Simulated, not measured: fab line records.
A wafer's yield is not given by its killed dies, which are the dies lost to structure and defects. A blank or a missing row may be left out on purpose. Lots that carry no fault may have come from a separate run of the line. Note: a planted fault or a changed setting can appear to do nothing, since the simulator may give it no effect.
Lot-split experiment	flow n5_finfet	on a route of 1938 steps: 7 lots, 21 wafers read

THE SPLIT
At N5_HKMG_FIN_COAT_06 (resist thk 90 nm), the setting spin_rpm was moved away from the recipe's 1500 rpm on 5 of the 21 wafers read, by -9.5% to -5.2%. The other wafers ran this setting at the recipe's value.

FROM THE SPLIT TO THE READING: what the file shows between them, 2 steps
- N5_HKMG_FIN_EXPOSE_09: exposes mask NWFM (also split here: dose_mj)
- N5_HKMG_FIN_PEB_10: peb time 60 s

THE READING
CAR-ArF_of_HKMG_FIN_COAT_06.thk_nm (the simulator's own value, which no gauge read), in nm, at N5_HKMG_FIN_DEVELOP_11 (develop time 30 s). There is no usual value for it anywhere in the file. Across the 16 wafers here that went through the recipe, the average is 88.3 nm and the standard deviation 0.27 nm.

wafer	tool, chamber at the split	spin_rpm as run, rpm	against the recipe	CAR-ArF_of_HKMG_FIN_COAT_06.thk_nm, nm	against lot-mates on the recipe
L075.4	litho_track-05, 0	1500	recipe	88.4	-
L075.5	litho_track-05, 0	1500	recipe	88.4	-
L075.6	litho_track-05, 0	1422	-5.2%	90.8	+2.4
L079.2	litho_track-02, 0	1500	recipe	87.8	-
L079.3	litho_track-02, 0	1500	recipe	88	-
L079.4	litho_track-02, 0	1500	recipe	88	-
L082.1	litho_track-05, 0	1500	recipe	88.4	-
L082.3	litho_track-05, 0	1366	-8.9%	92.6	+4.4
L082.4	litho_track-05, 0	1500	recipe	88	-
L083.3	litho_track-02, 0	1500	recipe	88.6	-
L083.5	litho_track-02, 0	1500	recipe	88.6	-
L083.6	litho_track-02, 0	1500	recipe	88.8	-
L086.1	litho_track-02, 0	1500	recipe	88.4	-
L086.3	litho_track-02, 0	1500	recipe	88.4	-
L086.5	litho_track-02, 0	1500	recipe	88.6	-
L092.1	litho_track-01, 0	1500	recipe	88	-
L092.3	litho_track-01, 0	1357	-9.5%	92.8	+4.8
L092.4	litho_track-01, 0	1357	-9.5%	92.6	+4.6
L094.1	litho_track-05, 0	1500	recipe	88.2	-
L094.4	litho_track-05, 0	1500	recipe	88.2	-
L094.6	litho_track-05, 0	1417	-5.5%	90.8	+2.6

FIT RESULTS
A straight line over all 21 wafers: CAR-ArF_of_HKMG_FIN_COAT_06.thk_nm changes by -0.467 nm for each +1% of spin_rpm; r = -0.99; the points scatter about the line by 0.26 nm.
The same after taking each lot's own level away (the mean of its wafers on the recipe; 21 wafers): -0.489 nm for each +1%; r = -1.00; scatter 0.11 nm.
According to that fit, moving spin_rpm by its largest amount changes the reading by 4.7 nm.
The lots' own levels span 87.93 to 88.67 nm, that is 2.7 times the standard deviation above.
Consequently the slope shifts little with the lot-to-lot level, the two slopes agreeing.
Check: for one of the wafers moved furthest among these (-9.5%), held out of the fit, the line's prediction against its lot-mates is +4.59 nm. It came out at +4.8 nm against them.

THESE WAFERS: OTHER SPLITS
Before the reading, these wafers also passed through other splits. Each is held against what the fit with the lots' levels taken away leaves over:
other split on the same wafers	wafers away from the commonest value	r with CAR-ArF_of_HKMG_FIN_COAT_06.thk_nm (lot level and that fit taken away)
N5_SD_EPI_N_EXPOSE_06 dose_mj	8	+0.14
N5_SD_EPI_P_EPI_21 epi_growth_time_s	5	-0.04
N5_SD_ACTIVATION_LSA_01 temp_c	7	-0.18
N5_HKMG_FIN_EXPOSE_09 dose_mj	11	-0.24

THE WHOLE CHAIN: every reading that the file lists as answering this split, in the file's order
step	what it does	reading	change (the file's fit)	r (the file's)
N5_HKMG_FIN_COAT_06	resist thk 90 nm	CAR-ArF_of_HKMG_FIN_COAT_06.thk_nm (the simulator's own value, which no gauge read)	-0.499 nm for each +1% of the setting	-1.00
N5_HKMG_FIN_DEVELOP_11	develop time 30 s	CAR-ArF_of_HKMG_FIN_COAT_06.thk_nm (the simulator's own value, which no gauge read)	-0.486 nm for each +1% of the setting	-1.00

THE FILE'S OWN FIT
CAR-ArF_of_HKMG_FIN_COAT_06.thk_nm changes by -0.486 nm for each +1% of spin_rpm, r = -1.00.
